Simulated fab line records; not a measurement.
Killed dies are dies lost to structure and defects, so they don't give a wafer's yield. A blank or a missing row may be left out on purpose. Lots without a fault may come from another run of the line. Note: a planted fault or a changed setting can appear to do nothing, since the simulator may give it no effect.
Matching of chambers || flow n5_finfet || 4 sister chambers for N5_BEOL_M15_VIA_ETCH_16 on rie_diel-03
The step etches SiO2 in C4F8/O2/Ar, target depth 1792.2 nm. 4 wafers are shown with their chamber, then 9 later ones without.

## WAFERS, EACH WITH ITS CHAMBER
{"wafer": "L087.2", "chamber": 0, "rf_vpp_V (V)": 2246}
{"wafer": "L087.6", "chamber": 1, "rf_vpp_V (V)": 2288}
{"wafer": "L089.2", "chamber": 2, "rf_vpp_V (V)": 2210}
{"wafer": "L089.5", "chamber": 3, "rf_vpp_V (V)": 2188}

## WAFERS WITHOUT THEIR CHAMBER
{"wafer": "L090.2", "rf_vpp_V (V)": 2244}
{"wafer": "L090.3", "rf_vpp_V (V)": 2290}
{"wafer": "L090.4", "rf_vpp_V (V)": 2245}
{"wafer": "L095.1", "rf_vpp_V (V)": 2244}
{"wafer": "L095.4", "rf_vpp_V (V)": 2187}
{"wafer": "L095.5", "rf_vpp_V (V)": 2188}
{"wafer": "L096.3", "rf_vpp_V (V)": 2245}
{"wafer": "L096.5", "rf_vpp_V (V)": 2187}
{"wafer": "L096.6", "rf_vpp_V (V)": 2209}

## WHICH CHAMBER EACH WENT THROUGH
{"wafer": "L090.2", "from the rows above": 0, "in truth": 0}
{"wafer": "L090.3", "from the rows above": 1, "in truth": 1}
{"wafer": "L090.4", "from the rows above": 0, "in truth": 0}
{"wafer": "L095.1", "from the rows above": 0, "in truth": 0}
{"wafer": "L095.4", "from the rows above": 3, "in truth": 3}
{"wafer": "L095.5", "from the rows above": 3, "in truth": 3}
{"wafer": "L096.3", "from the rows above": 0, "in truth": 0}
{"wafer": "L096.5", "from the rows above": 3, "in truth": 3}
{"wafer": "L096.6", "from the rows above": 2, "in truth": 2}
9 of 9 placed correctly. From these rows, 0 cannot be placed. Number placed wrongly: 0.
How it was worked out, from the rows above alone: a wafer's distance from a chamber is the root of the sum, over the readings, of the square of ((its reading less the chamber's mean) divided by the reading's scatter). The wafer belongs to the nearest chamber; if the next one is less than 2 further off, it can't be placed. A chamber's mean is the mean of its shown wafers. The scatter: root of mean squared gap, hidden wafer to nearest shown wafer, with one shown wafer a chamber.
